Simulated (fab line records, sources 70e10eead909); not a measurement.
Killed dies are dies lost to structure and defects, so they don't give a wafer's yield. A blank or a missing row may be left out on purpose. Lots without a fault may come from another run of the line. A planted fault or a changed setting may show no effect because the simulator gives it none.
Which tool did it? | flow nand_harc | 12 lots, 36 wafers sampled, at 4 steps of a route of 1302

WHAT THE GAUGES READ, wafer by wafer
NHARC_A_M0_OVL_MEAS_10: pitch 160 nm. Usual: overlay_x_nm -0.1 nm, standard deviation 0.78; overlay_y_nm 0.2 nm, standard deviation 0.92.
lot  | measured     | on         | overlay_x_nm (nm) | overlay_y_nm (nm) | flag
L439 | day 23 21:25 | overlay-01 | -0.5 0.2 -0.3     | 0.2 -0.6 -0.3     |
L442 | day 24 20:40 | overlay-01 | 0.7 0.1 0.5       | 0.5 0.3 0.5       |
L443 | day 25 22:51 | overlay-01 | -0.7 -0.1 0.4     | 0.3 -0.1 0.0      |
L444 | day 26 13:58 | overlay-01 | -1.0 -1.6 -1.4    | 2.7 2.9 2.9       |
L450 | day 27 18:15 | overlay-02 | -0.4 -0.3 -0.7    | 2.1 1.5 1.9       |
L451 | day 28 10:28 | overlay-01 | -0.5 -0.3 -0.7    | 0.2 0.6 0.7       |
L453 | day 29 06:43 | overlay-02 | 0.3 0.0 -0.2      | 0.0 0.1 -0.4      |
L455 | day 30 10:52 | overlay-02 | 1.5 1.2 0.7       | 0.5 0.9 1.0       |
L456 | day 30 12:20 | overlay-01 | -1.1 -1.0 -0.9    | 0.7 0.0 0.3       |
L457 | day 30 20:00 | overlay-01 | 0.1 0.2 0.4       | -1.0 -0.9 -0.8    |
L460 | day 31 13:43 | overlay-01 | -0.1 0.0 0.0      | 0.0 0.2 0.3       |
L458 | day 31 18:02 | overlay-01 | 0.3 1.1 0.4       | -1.1 -1.2 -0.3    |

NHARC_A_M0_THK_MEAS_24: measures by xrf. Usual: thk_nm 113.9 nm, standard deviation 1.9.
lot  | measured     | on            | thk_nm (nm)       | flag
L439 | day 23 23:51 | film_metro-01 | 114.5 114.5 110.6 |
L442 | day 24 23:08 | film_metro-01 | 117.0 111.9 115.8 |
L443 | day 26 01:18 | film_metro-02 | 116.1 112.9 113.4 |
L444 | day 26 16:25 | film_metro-02 | 110.9 114.2 111.6 |
L450 | day 27 20:44 | film_metro-02 | 119.0 115.0 116.8 |
L451 | day 28 12:55 | film_metro-01 | 114.1 110.4 115.1 |
L453 | day 29 09:07 | film_metro-02 | 112.7 114.5 115.6 |
L455 | day 30 13:17 | film_metro-02 | 110.7 114.6 113.1 |
L456 | day 30 14:46 | film_metro-02 | 112.4 114.8 114.4 |
L457 | day 30 22:29 | film_metro-02 | 112.1 111.3 113.6 |
L460 | day 31 16:11 | film_metro-02 | 111.0 110.6 115.4 |
L458 | day 31 20:32 | film_metro-02 | 115.6 111.4 112.7 |

NHARC_A_M1_THK_MEAS_24: measures by xrf. Usual: thk_nm 153.9 nm, standard deviation 1.7.
lot  | measured     | on            | thk_nm (nm)       | flag
L439 | day 24 04:02 | film_metro-02 | 153.5 153.3 156.1 |
L442 | day 25 03:10 | film_metro-01 | 157.4 157.8 156.7 |
L443 | day 26 05:18 | film_metro-02 | 152.8 156.3 152.5 |
L444 | day 26 20:34 | film_metro-02 | 155.2 154.0 155.9 |
L450 | day 28 00:55 | film_metro-02 | 152.7 154.9 151.6 |
L451 | day 28 17:08 | film_metro-02 | 156.2 154.3 152.4 |
L453 | day 29 13:08 | film_metro-02 | 154.3 150.4 155.5 |
L455 | day 30 17:26 | film_metro-02 | 152.2 152.4 151.5 |
L456 | day 30 18:49 | film_metro-02 | 154.8 154.8 152.1 |
L457 | day 31 02:41 | film_metro-01 | 153.7 155.0 153.2 |
L460 | day 31 20:43 | film_metro-01 | 153.1 154.4 153.0 |
L458 | day 32 00:33 | film_metro-02 | 152.4 155.2 157.9 |

WHICH TOOL RAN EACH LOT (tool, then ch and the chambers of the sampled wafers, then the start)
lot  | NHARC_A_M1_ETCH_35
L439 | rie_diel-05 ch 0,3, day 24 01:42
L442 | rie_diel-10 ch 0,2, day 25 00:50
L443 | rie_diel-12 ch 0,2, day 26 02:58
L444 | rie_diel-12 ch 1,3, day 26 18:14
L450 | rie_diel-10 ch 1,2,3, day 27 22:34
L451 | rie_diel-10 ch 2,3, day 28 14:46
L453 | rie_diel-05 ch 2,3, day 29 10:49
L455 | rie_diel-12 ch 0,1,2, day 30 15:05
L456 | rie_diel-12 ch 1,2,3, day 30 16:28
L457 | rie_diel-12 ch 0,1, day 31 00:20
L460 | rie_diel-10 ch 1,2,3, day 31 18:16
L458 | rie_diel-12 ch 0,1, day 31 22:13
- NHARC_A_M1_ETCH_35: etches the open film in N2/H2, target depth 40 nm, overetch 12 nm, time 43.94 s.

WHAT THE TOOLS THEMSELVES READ (means of the sampled wafers that have a number; where no wafer has one, the mark that the record gives instead)
NHARC_A_M1_ETCH_35. Usual: drypump_motor_current_A 5.90 A, standard deviation 0.27; mfc_ar_sccm 0.012 sccm, standard deviation 0.015; oes_product_au 0.999 a.u., standard deviation 0.013; rf_vpp_V 430.6 V, standard deviation 2.6; run_length_s 65.3 s, standard deviation 0.41; showerhead_plenum_p_Torr 2.05 Torr, standard deviation 0.091; throttle_valve_pct 14.172 %, standard deviation 0.0091.
lot  | tool        | drypump_motor_current_A (A) | mfc_ar_sccm (sccm) | oes_product_au (a.u.) | rf_vpp_V (V) | run_length_s (s) | showerhead_plenum_p_Torr (Torr) | throttle_valve_pct (%) | flag
L439 | rie_diel-05 | 6.25                        | 0.001              | 0.996                 | 432.0        | 65.2             | 2.08                            | 14.171                 |
L442 | rie_diel-10 | 5.96                        | 0.000              | 1.013                 | 428.2        | 65.3             | 1.93                            | 14.172                 |
L443 | rie_diel-12 | 5.95                        | 0.015              | 1.001                 | 430.6        | 65.4             | 2.03                            | 14.172                 |
L444 | rie_diel-12 | 5.67                        | 0.006              | 0.994                 | 431.3        | 65.3             | 2.10                            | 14.177                 |
L450 | rie_diel-10 | 6.18                        | 0.010              | 0.989                 | 425.8        | 53.3             | 1.89                            | 14.174                 | OFF
L451 | rie_diel-10 | 5.99                        | 0.001              | 0.983                 | 427.9        | 53.0             | 1.89                            | 14.164                 | OFF
L453 | rie_diel-05 | 5.70                        | 0.014              | 1.012                 | 429.5        | 65.0             | 2.03                            | 14.172                 |
L455 | rie_diel-12 | 5.87                        | 0.021              | 0.995                 | 431.0        | 65.3             | 2.09                            | 14.174                 |
L456 | rie_diel-12 | 5.76                        | 0.021              | 1.007                 | 433.7        | 65.4             | 2.12                            | 14.176                 |
L457 | rie_diel-12 | 5.84                        | 0.012              | 0.997                 | 432.1        | 65.7             | 2.11                            | 14.173                 |
L460 | rie_diel-10 | 6.17                        | 0.010              | 0.983                 | 426.7        | 65.0             | 1.89                            | 14.183                 |
L458 | rie_diel-12 | 5.87                        | 0.012              | 0.993                 | 433.0        | 65.7             | 2.11                            | 14.157                 |

THE ANSWER, worked out from the rows above alone
Rule: a lot is off if the mean of its wafers that have a number lies more than 3 standard deviations from the usual mean. A lot without any number at a reading at which 4 lots or more have one is off too. The other lots that the step has rows for count as sound. The gauges are gone through in route order, then the tools' own readings, and for those a lot's mean is taken as printed above. The first step at which some lot is off is used, and at that step the reading that is off furthest; a lot without a number counts as furthest.
Off: L450, L451, at NHARC_A_M1_ETCH_35 (run_length_s).
A tool fits if, at that step or a process step before it, it ran every lot that is off, and no sound lot after the first of them. None of those tried fits.

WHAT THE SIMULATOR HAD PUT IN
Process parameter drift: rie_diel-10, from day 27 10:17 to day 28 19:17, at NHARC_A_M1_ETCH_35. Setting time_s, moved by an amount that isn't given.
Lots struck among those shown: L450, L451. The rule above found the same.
